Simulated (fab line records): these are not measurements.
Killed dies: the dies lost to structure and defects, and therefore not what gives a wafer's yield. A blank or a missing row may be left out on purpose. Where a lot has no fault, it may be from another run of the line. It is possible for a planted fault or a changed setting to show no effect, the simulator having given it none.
A struck lot beside a sound one    flow nand-harc    25 steps out of a route of 1302
Sound: wafers L215.1, L215.4, L215.5. The struck wafers were L224.1, L224.2, L224.3. At the end, the cause is stated.
Each step with rows lists, per side, the tool, then ch with its chambers, then its first start. Under that, the readings that differ: sound wafers    struck wafers    difference of the means    sigmas: that difference in standard deviations of wafers without a fault.
alike: a reading whose means differ by less than 2 such deviations, as well as words and numbers matching on both sides. not compared: withheld readings; readings where some wafer has no value; bounds like >300 that might hide an equal value; numbers whose values overlap and for which the record gives no deviation.
Wherever a step has rows on one side only, a row that says differs or no value, or a row with sigmas, the two part there. Numbers that don't overlap but have no deviation are shown without sigmas and don't part them. A reading missing from all wafers of one side parts the sides only when that side holds two or more wafers.

NHARC_A_CHANNEL_HOLE_D1_INSPECT_12:
  struck on defect-inspect-01, day 12 11:31; sound on defect-inspect-01, day 8 15:47
  alike: raw-defect-count
then, 1 step without rows for these wafers: NHARC_A_CHANNEL_HOLE_D1_DESCUM_15 (chemistry O2, time 3 s).
NHARC_A_CHANNEL_HOLE_D1_ETCH_38: etches the open film in CF4, target depth 39 nm, time 65 s.
  sound on rie-diel-08 ch 0,1,2, day 8 15:57; struck on rie-diel-08 ch 1,2,3, day 12 11:40
  alike: bias-w, cf4-flow-sccm, drypump-motor-current-A, oes-product-au, rf-vpp-V, showerhead-plenum-p-Torr, throttle-valve-pct
  not compared: rf-hours-counter-h
NHARC_A_CHANNEL_HOLE_D1_ETCH_39: etches the open film in N2/H2, target depth 260 nm, time 325 s.
  sound on rie-diel-08 ch 0,1; struck on rie-diel-08 ch 0,1,3
  alike: bias-w, chamber-pressure-mTorr, drypump-motor-current-A, oes-product-au, rf-vpp-V, showerhead-plenum-p-Torr, throttle-valve-pct
  not compared: rf-hours-counter-h
then, 2 steps without rows for these wafers: NHARC_A_CHANNEL_HOLE_D1_ETCH_34 (etches the open film in CF4/CHF3, target depth 154 nm, time 77 s); NHARC_A_CHANNEL_HOLE_D1_ETCH_16 (etches the open film in O2/COS, target depth 3100 nm, time 806 s).
NHARC_A_CHANNEL_HOLE_D1_CD_MEAS_18:
  struck on cd-sem-03, day 12 12:42; sound on cd-sem-03, day 8 17:10
  alike: cd-nm
then, 2 steps without rows for these wafers: NHARC_A_CHANNEL_HOLE_D1_ETCH_19 (etches the open film in C4F8/O2/Ar, time 34.5 s); NHARC_A_CHANNEL_HOLE_D1_ETCH_20 (etches the open film in C4F8/O2/Ar, time 361.9 s, target depth 1600 nm).
NHARC_A_CHANNEL_HOLE_D1_ETCH_21: etches the open film in C4F8/O2/Ar, time 514.3 s, target depth 1600 nm.
  sound on har-etch-02 ch 0,1, day 8 18:48; struck on har-etch-02 ch 0,1, day 12 15:53
  alike: c4f8-flow-sccm, chamber-pressure-mTorr, drypump-motor-current-A, he-backside-leak-sccm, showerhead-plenum-p-Torr, temp-c, throttle-valve-pct
  not compared: rf-hours-counter-h
then, 2 steps without rows for these wafers: NHARC_A_CHANNEL_HOLE_D1_ETCH_22 (etches the open film in C4F8/O2/Ar, time 666.7 s, target depth 1600 nm); NHARC_A_CHANNEL_HOLE_D1_ETCH_23 (etches the open film in C4F8/O2/Ar, time 819 s, target depth 1600 nm).
NHARC_A_CHANNEL_HOLE_D1_ETCH_24: etches the open film in C4F8/O2/Ar, time 906.2 s, target depth 1500 nm.
  sound on har-etch-02 ch 0,1, day 8 20:34; struck on har-etch-02 ch 0,1, day 12 17:35
  no value came back on the struck wafers for any of 7 readings (c4f8-flow-sccm (sccm), chamber-pressure-mTorr (mTorr) and others); on the sound wafers c4f8-flow-sccm (sccm) reads 93.9 93.7 93.8
  not compared: rf-hours-counter-h
then, 1 step without rows for these wafers: NHARC_A_CHANNEL_HOLE_D1_ETCH_25 (etches the open film in C4F8/O2/Ar, time 1040.2 s, target depth 1500 nm).
NHARC_A_CHANNEL_HOLE_D1_ETCH_26: etches the open film in C4F8/O2/Ar, time 224.1 s, target depth 300 nm.
  sound on har-etch-02 ch 0,1, day 8 22:07; struck on har-etch-02 ch 0,1, day 12 19:15
  alike: bias-v, c4f8-flow-sccm, drypump-motor-current-A, he-backside-leak-sccm, showerhead-plenum-p-Torr, temp-c, throttle-valve-pct
  not compared: rf-hours-counter-h
then, 4 steps without rows for these wafers: NHARC_A_CHANNEL_HOLE_D1_ETCH_33 (etches the open film in C4F8/O2/Ar, time 90 s, target depth 400 nm); NHARC_A_CHANNEL_HOLE_D1_STRIP_41 (strips in N2/H2); NHARC_A_CHANNEL_HOLE_D1_STRIP_42 (strips in CF4/CHF3); NHARC_A_CHANNEL_HOLE_D1_STRIP_43 (strips in O2/COS).
NHARC_A_CHANNEL_HOLE_D1_ETCH_44: etches the open film in CF4/O2, target depth 140 nm, overetch 14 nm, time 77 s.
  sound on rie-diel-05 ch 0,1,2, day 8 23:08; struck on rie-diel-08 ch 0,1,3, day 12 20:12
reading                             sound              struck             difference  sigmas
model.A_CHANNEL_HOLE_D1.cd-nm (nm)  89.97 91.96 91.89  100.1 102.8 100.6  +9.9        
  alike: bias-w, cf4-flow-sccm, drypump-motor-current-A, oes-product-au, rf-vpp-V, showerhead-plenum-p-Torr, throttle-valve-pct
  not compared: rf-hours-counter-h
NHARC_A_CHANNEL_HOLE_D1_STRIP_27: strips in O2.
  sound on rie-diel-05 ch 0,3; struck on rie-diel-08 ch 0,2,3
  alike: drypump-motor-current-A, oes-product-au, rf-vpp-V, showerhead-plenum-p-Torr, throttle-valve-pct
  not compared: rf-hours-counter-h
then, 2 steps without rows for these wafers: NHARC_A_CHANNEL_HOLE_D1_PRECLEAN_28 (cleans in SC1); NHARC_A_CHANNEL_HOLE_D1_SRD_29.
NHARC_A_CHANNEL_HOLE_D1_CD_MEAS_30:
  struck on cd-sem-03, day 12 21:11; sound on cd-sem-01, day 8 23:55
reading     sound           struck       difference  sigmas
cd-nm (nm)  90.3 91.6 92.1  1.2 0.1 0.7  -90.7       -76
  not compared: hold
NHARC_END_SORT_01:
  the record has rows for the sound wafers here (prober-01 ch 0, day 24 21:58) and none for the struck ones

## WHERE THEY PART
First at NHARC_A_CHANNEL_HOLE_D1_ETCH_24; last, within this record, at NHARC_END_SORT_01.

WHY: whatever the simulator had introduced
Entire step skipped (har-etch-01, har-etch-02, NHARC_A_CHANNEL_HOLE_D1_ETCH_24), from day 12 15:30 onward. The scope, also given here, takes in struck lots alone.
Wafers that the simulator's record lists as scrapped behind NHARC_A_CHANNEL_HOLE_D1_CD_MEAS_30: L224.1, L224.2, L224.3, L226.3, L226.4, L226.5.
